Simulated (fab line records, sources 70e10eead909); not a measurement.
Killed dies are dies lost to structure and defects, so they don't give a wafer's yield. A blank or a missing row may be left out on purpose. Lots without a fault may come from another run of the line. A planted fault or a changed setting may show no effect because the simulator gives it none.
fab line records | flow nand_harc
record lots=13 wafers=39 last_day=24
route steps=1159 shown A_ZERO_WELL@405 A_SOURCE_PLATE@416 A_ONON_D1@442 A_CHANNEL_HOLE_D1@451 END@1159
lots that met no fault: from a run of the same line without faults
start_h: hours from the record's first day to the start of the lot's first wafer shown | wait_h: hours since the lot's step before | " the same as in the row above | L1.1+2: a row that stands for several wafers | - no value, or no start given | * or withheld: withheld | < > ~ a bound
route shown NAME@n: a module of which the file shows steps, and the number in the route of the first | usual: mean/standard deviation of fault-free wafers | same: alike in all rows | chamber/n: place in a boat | sites: the reading at each site | _std_site: their standard deviation | _edge_site: outer sites' mean less inner sites' | radius_mm: how far each site lies from the wafer's centre | mask NAME#n: copy n | behind: the tool/chamber that last shaped the wafer | hold: why the lot was held/for how many hours/how that ended | device: the transistor (n, p or np) that didn't switch | end of line: the same wafers' tests at the end of the route | a step without rows: its recipe alone | killed: dies lost to structure and defects at the first sort, not the wafer's yield | map: a wafer's dies, x killed, . not, _ none there
set.NAME: the setting as run; set.NAME@STEP: as run at that earlier step | model.NAME: the simulator's own value behind a step, which no gauge read
steps of the route over a sample of lots; a table a step, a row a wafer
services: from which hour (start_h, from the record's first day; less than 0 if before it) a tool's chamber was out of use, for how many hours, and why
## steps
# step NHARC_A_ZERO_WELL_ETCH_13
# recipe target_depth_a=1200 time_s=40.1 hbr_flow_sccm=150 cl2_flow_sccm=50 rf_w=400 icp_w=400 bias_w=100 chemistry=HBr/Cl2
# usual drypump_motor_current_A=5.7/0.44 oes_product_au=1.003/0.014 throttle_valve_pct=26.407/0.0097
# same time_s=40.1
# columns lot.wafer tool chamber start_h wait_h drypump_motor_current_A oes_product_au rf_hours_counter_h throttle_valve_pct
L877.4 rie_si-03 3 131.80 - 6.1 1.019 1.1 26.388
L877.2 " 0 " " 5.7 0.979 1.0 26.421
L877.5 " 3 " " 6.1 1.016 - 26.416
L880.4 rie_si-03 1 143.57 - 6.1 1.008 1.2 26.416
L880.1 " 3 " " 6.1 1.027 1.2 26.400
L880.6 " 1 " " 6.1 1.006 - 26.404
L881.1 rie_si-04 1 156.75 - 5.1 0.987 0.4 26.412
L881.3 " 3 " " 5.5 0.992 0.3 26.410
L881.5 " 0 " " 5.9 0.992 - 26.391
L882.4 rie_si-01 2 167.27 - 6.0 0.962 0.2 26.411
L882.6 " 0 " " 5.8 0.998 - 26.396
L882.5 " 1 " " 4.8 1.025 - 26.409
L883.4 rie_si-03 0 170.41 - 5.7 1.006 0.0 26.397
L883.3 " 1 " " 6.0 1.027 0.0 26.407
L883.5 " 3 " " 6.0 1.034 - 26.412
L884.3 rie_si-01 0 179.11 - 5.8 0.998 0.3 26.425
L884.2 " 1 " " 4.8 1.019 0.2 26.404
L884.5 " 1 " " 4.8 1.019 - 26.400
L888.1 rie_si-04 2 195.17 - 6.5 1.004 0.7 26.402
L888.2 " 3 " " 5.5 1.006 0.6 26.399
L888.6 " 1 " " 5.1 1.004 - 26.403
L887.1 rie_si-03 0 195.66 - 5.7 0.991 0.2 26.424
L887.2 " 1 " " 6.0 1.020 0.2 26.403
L887.3 " 3 " " 6.1 1.034 0.2 26.404
L890.4 rie_si-03 3 218.42 - 6.1 1.015 0.4 26.415
L890.3 " 1 " " 6.0 1.025 0.3 26.403
L890.5 " 2 " " 5.4 1.004 - 26.410
L895.3 rie_si-01 2 243.57 - 6.0 0.977 0.7 26.392
L895.1 " 3 " " 5.3 1.012 0.8 26.386
L895.5 " 1 " " 4.8 1.024 - 26.408
L897.2 rie_si-04 2 257.40 - 6.5 1.013 1.1 26.395
L897.3 " 3 " " 5.5 1.008 1.0 26.407
L897.4 " 1 " " 5.1 1.004 1.2 26.425
L898.4 rie_si-03 3 261.46 - 6.1 1.014 0.6 26.411
L898.2 " 2 " " 5.4 1.000 0.6 26.398
L898.5 " 3 " " 6.1 1.005 - 26.402
L899.4 rie_si-04 1 262.13 - 5.1 0.994 1.3 26.397
L899.1 " 2 " " 6.5 1.011 1.2 26.401
L899.3 " 0 " " 5.9 0.973 1.1 26.402
# step NHARC_A_SOURCE_PLATE_THK_MEAS_09
# recipe thk_meas_gauge=ellipsometry
# usual thk_nm=9.7/0.99
# columns lot.wafer tool chamber start_h wait_h thk_nm
L877.2 film_metro-02 - 140.37 0.4 8.9
L877.4 " - " " 10.2
L877.5 " - " " 9.3
L880.1 film_metro-02 - 152.28 0.4 8.4
L880.4 " - " " 7.2
L880.6 " - " " 11.7
L881.1 film_metro-02 - 165.30 0.4 10.0
L881.3 " - " " 8.7
L881.5 " - " " 10.2
L882.4 film_metro-02 - 175.76 0.4 8.2
L882.5 " - " " 10.3
L882.6 " - " " 8.8
L883.3 film_metro-02 - 180.51 0.4 8.4
L883.4 " - " " 8.7
L883.5 " - " " 9.9
L884.2 film_metro-02 - 186.84 0.4 9.9
L884.3 " - " " 10.0
L884.5 " - " " 10.9
L887.1 film_metro-01 - 203.41 0.4 9.7
L887.2 " - " " 10.7
L887.3 " - " " 10.2
L888.1 film_metro-02 - 203.41 0.4 10.2
L888.2 " - " " 9.7
L888.6 " - " " 11.4
L890.3 film_metro-02 - 225.43 0.4 9.6
L890.4 " - " " 11.5
L890.5 " - " " 9.5
L895.1 film_metro-01 - 252.63 0.4 9.2
L895.3 " - " " 8.7
L895.5 " - " " 10.1
L897.2 film_metro-01 - 268.33 0.4 9.6
L897.3 " - " " 8.9
L897.4 " - " " 10.0
L898.2 film_metro-02 - 268.33 0.4 10.6
L898.4 " - " " 10.7
L898.5 " - " " 7.9
L899.1 film_metro-01 - 268.34 0.4 8.5
L899.3 " - " " 10.6
L899.4 " - " " 9.3
# step NHARC_A_ONON_D1_DEP_25
# recipe target_thk_a=10000 n2_flow_sccm=2750 n2o_flow_sccm=2000 nh3_flow_sccm=500 sih4_flow_sccm=210 temp_c=400
# columns lot.wafer tool chamber start_h wait_h
L877.2+4+5 pecvd_onon-02 0 166.60 0.1
L880.1+4+6 pecvd_onon-01 0 181.47 0.1
L881.1+3+5 pecvd_onon-02 0 191.79 0.1
L882.4+5+6 pecvd_onon-02 0 203.90 0.6
L883.3+4+5 pecvd_onon-03 0 203.97 0.4
L884.2+3+5 pecvd_onon-03 0 212.02 0.1
L887.1+2+3 pecvd_onon-03 0 227.97 0.1
L888.1+2+6 pecvd_onon-02 0 227.98 0.1
L890.3+4+5 pecvd_onon-03 0 250.99 0.2
L895.1+3+5 pecvd_onon-02 0 276.93 0.1
L897.2+3+4 pecvd_onon-03 0 300.48 0.1
L899.1+3+4 pecvd_onon-01 0 300.57 0.1
L898.2+4+5 pecvd_onon-03 0 300.84 0.1
# step NHARC_A_ONON_D1_THK_MEAS_27
# recipe thk_meas_gauge=ellipsometry
# usual thk_nm=1001/8.4
# columns lot.wafer tool chamber start_h wait_h thk_nm
L877.2 film_metro-02 - 167.06 - 992
L877.4 " - " " 993
L877.5 " - " " 993
L880.1 film_metro-02 - 181.98 - 1005
L880.4 " - " " 1003
L880.6 " - " " 1005
L881.1 film_metro-02 - 192.31 - 999
L881.3 " - " " 999
L881.5 " - " " 1000
L882.4 film_metro-01 - 204.24 - 1009
L882.5 " - " " 1008
L882.6 " - " " 1009
L883.3 film_metro-02 - 204.37 - 997
L883.4 " - " " 997
L883.5 " - " " 995
L884.2 film_metro-01 - 212.47 - 992
L884.3 " - " " 995
L884.5 " - " " 993
L887.1 film_metro-01 - 228.48 - 995
L887.2 " - " " 995
L887.3 " - " " 993
L888.1 film_metro-02 - 228.50 - 986
L888.2 " - " " 986
L888.6 " - " " 987
L890.3 film_metro-02 - 251.39 - 1007
L890.4 " - " " 1006
L890.5 " - " " 1007
L895.1 film_metro-02 - 277.44 - 998
L895.3 " - " " 995
L895.5 " - " " 995
L897.2 film_metro-01 - 300.93 - 999
L897.3 " - " " 781
L897.4 " - " " 778
L899.1 film_metro-02 - 301.08 - 1015
L899.3 " - " " 1015
L899.4 " - " " 1013
L898.2 film_metro-01 - 301.29 - 998
L898.4 " - " " 779
L898.5 " - " " 780
# step NHARC_A_CHANNEL_HOLE_D1_DEP_01
# recipe target_thk_a=1400 target_thk_nm=140 temp_c=400 pressure_torr=3.5 flow_sccm=200 rf_w=350 material=SiON
# usual heater_power_w=819/130
# columns lot.wafer tool chamber start_h wait_h heater_power_w
L877.2 pecvd-02 1 171.74 1.3 830
L877.4 " 1 " " 869
L877.5 " 0 " " 1048
L880.1 pecvd-01 2 185.34 1.6 820
L880.4 " 2 " " 815
L880.6 " 0 " " 1073
L881.1 pecvd-01 1 195.44 1.6 684
L881.3 " 2 " " 709
L881.5 " 1 " " 690
L882.6 pecvd-01 0 208.57 0.1 889
L882.4 " 1 " " 719
L882.5 " 2 " " 679
L883.3 pecvd-01 0 208.90 1.0 1011
L883.4 " 0 " " 998
L883.5 " 1 " " 677
L884.2 pecvd-02 2 216.40 1.3 677
L884.3 " 0 " " 1027
L884.5 " 0 " " 1013
L887.3 pecvd-01 1 231.59 1.0 608
L887.2 " 2 " " 692
L887.1 " 0 " " 1089
L888.2 pecvd-01 0 233.43 1.2 1078
L888.1 " 2 " " 715
L888.6 " 0 " " 872
L890.3 pecvd-04 0 256.44 1.0 823
L890.4 " 2 " " 777
L890.5 " 0 " " 846
L895.1 pecvd-04 2 280.51 1.6 815
L895.3 " 1 " " 962
L895.5 " 0 " " 765
L897.2 pecvd-04 0 307.77 1.3 786
L899.3 pecvd-04 2 308.08 1.0 813
L899.1 " 1 " " 901
L899.4 " 0 " " 823
L898.2 pecvd-02 1 309.42 1.3 752
# step NHARC_END_SORT_01
# recipe temp_c=25
# usual killed_at_array=27/10 killed_at_other=0.6/0.83 killed_at_periphery=2.4/1.8 killed_dies=30/10 killed_open=3.3/1.7 killed_short=1.8/1.4
# same gross_dies=677
# columns lot.wafer tool chamber start_h wait_h killed_at_array killed_at_other killed_at_periphery killed_dies killed_open killed_short
L897.2 prober-01 0 571.61 2.8 17 4 2 23 8 2
L897.3 prober-01 0 572.40 3.1 672 2 3 677 4 1
L897.4 prober-01 0 573.19 3.4 674 0 3 677 6 1
L898.2 prober-02 0 579.34 2.8 22 1 7 30 6 1
L898.4 prober-02 0 580.94 3.4 664 1 12 677 3 1
L898.5 prober-02 0 581.73 3.7 672 2 3 677 3 2
# killed by level:class
L897.2 A_CHANNEL_HOLE_D1:chamber_film_flake=4 THIN_TSV:chamber_film_flake=4 A_CONTACT:geometric_particle:open=2 A_STAIRCASE:chamber_film_flake=2 P_GATE:geometric_particle:open=1 A_SOURCE_PLATE:geometric_particle:open=1 A_CHANNEL_HOLE_D1:geometric_particle:open=1 A_CHANNEL_FILL_D1:geometric_particle:open=1
L897.3 A_ONON_D1:area_dep=652 A_CHANNEL_HOLE_D1:chamber_film_flake=9 A_CONTACT:chamber_film_flake=6 P_GATE:chamber_film_flake=2 P_CONTACT:geometric_particle:open=1 A_CHANNEL_FILL_D1:geometric_particle:short=1 A_CONTACT:geometric_particle:open=1 A_M0:geometric_particle:open=1
L897.4 A_ONON_D1:area_dep=655 A_CHANNEL_HOLE_D1:chamber_film_flake=9 A_STAIRCASE:chamber_film_flake=3 A_CONTACT:geometric_particle:open=2 A_CONTACT:chamber_film_flake=2 P_GATE:geometric_particle:open=1 P_CONTACT:geometric_particle:open=1 A_ONON_D1:geometric_particle:open=1
L898.2 A_CHANNEL_HOLE_D1:chamber_film_flake=7 P_M2:chamber_film_flake=5 A_SGD_CUT:chamber_film_flake=4 A_CONTACT:chamber_film_flake=3 A_CONTACT:geometric_particle:open=2 A_SOURCE_PLATE:geometric_particle:open=1 A_CHANNEL_FILL_D1:geometric_particle:open=1 A_CHANNEL_FILL_D1:geometric_particle:short=1
L898.4 A_ONON_D1:area_dep=648 A_CHANNEL_HOLE_D1:chamber_film_flake=8 P_M2:chamber_film_flake=7 P_GATE:chamber_film_flake=3 A_CONTACT:chamber_film_flake=3 P_GATE:geometric_particle:open=1 A_WL_FILL:geometric_particle:short=1 A_CONTACT:geometric_particle:open=1
L898.5 A_ONON_D1:area_dep=647 A_CHANNEL_HOLE_D1:chamber_film_flake=10 A_CONTACT:chamber_film_flake=5 A_SGD_CUT:chamber_film_flake=4 P_M2:chamber_film_flake=3 A_M0:geometric_particle:open=2 THIN_TSV:chamber_film_flake=2 A_CHANNEL_FILL_D1:geometric_particle:short=1
## services
# columns tool chamber start_h hours kind
pecvd_onon-02 - 111.27 13.0 pm
rie_si-04 0 113.59 3.5 repair
rie_si-04 2 126.88 2.6 repair
rie_si-01 - 127.00 9.0 pm
pecvd-02 - 153.19 13.0 pm
pecvd_onon-03 - 153.25 13.0 pm
rie_si-03 - 155.00 9.0 pm
rie_si-03 0 155.00 9.0 vent_cycle
rie_si-03 1 155.00 9.0 vent_cycle
rie_si-03 2 155.00 9.0 vent_cycle
rie_si-03 3 155.00 9.0 vent_cycle
rie_si-03 0 164.00 - clean
rie_si-03 1 164.00 - clean
pecvd-04 2 175.16 15.6 repair
pecvd-04 - 195.00 13.0 pm
pecvd_onon-01 - 195.12 13.0 pm
pecvd-01 - 237.31 13.0 pm
pecvd-01 - 259.83 1.0 repair
rie_si-03 0 267.14 6.6 repair
rie_si-04 - 276.00 9.0 pm
rie_si-01 1 279.35 100.8 repair
pecvd-04 1 290.46 14.5 repair
pecvd_onon-02 - 292.27 13.0 pm
rie_si-01 - 304.00 9.0 pm
## key
first_sign step=NHARC_A_ONON_D1_THK_MEAS_27 reading=thk_nm direction=down sigmas=27 usual=1001 struck=779
effect step=NHARC_END_SORT_01 reading=killed_dies direction=up sigmas=63 usual=30 struck=677
more_kills_born_at NHARC_A_ONON_D1_DEP_25@pecvd_onon-03=2602
met_at NHARC_A_ONON_D1_DEP_25
struck_lots L897,L898
struck_wafers L897.3,L897.4,L898.4,L898.5
later_rows_left_out L897.3,L897.4,L898.4,L898.5
tester_left_out L897,L898
not_acting_at NHARC_A_ZERO_WELL_ETCH_13,NHARC_A_SOURCE_PLATE_THK_MEAS_09,NHARC_A_CHANNEL_HOLE_D1_DEP_01
onset_between 250.99 300.48
fault kind=process_parameter_drift tool=pecvd_onon-03 chamber=- onset_h=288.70 steps=NHARC_A_ONON_D1_DEP_25 channel=target_thk_a offset=* shape=step end_h=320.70 scope=struck_wafers_only acts_in=* stated=*
# tester_left_out: of these lots the tester's yield and bins aren't shown, on N5 and GAA mostly nor the transistor test; their killed dies are dies lost to structure and defects alone, not to doping, threshold or leakage, so they don't give the yield
# later_rows_left_out: the simulator's readings of these wafers behind a module that went badly wrong aren't trusted and aren't shown, but for the sort
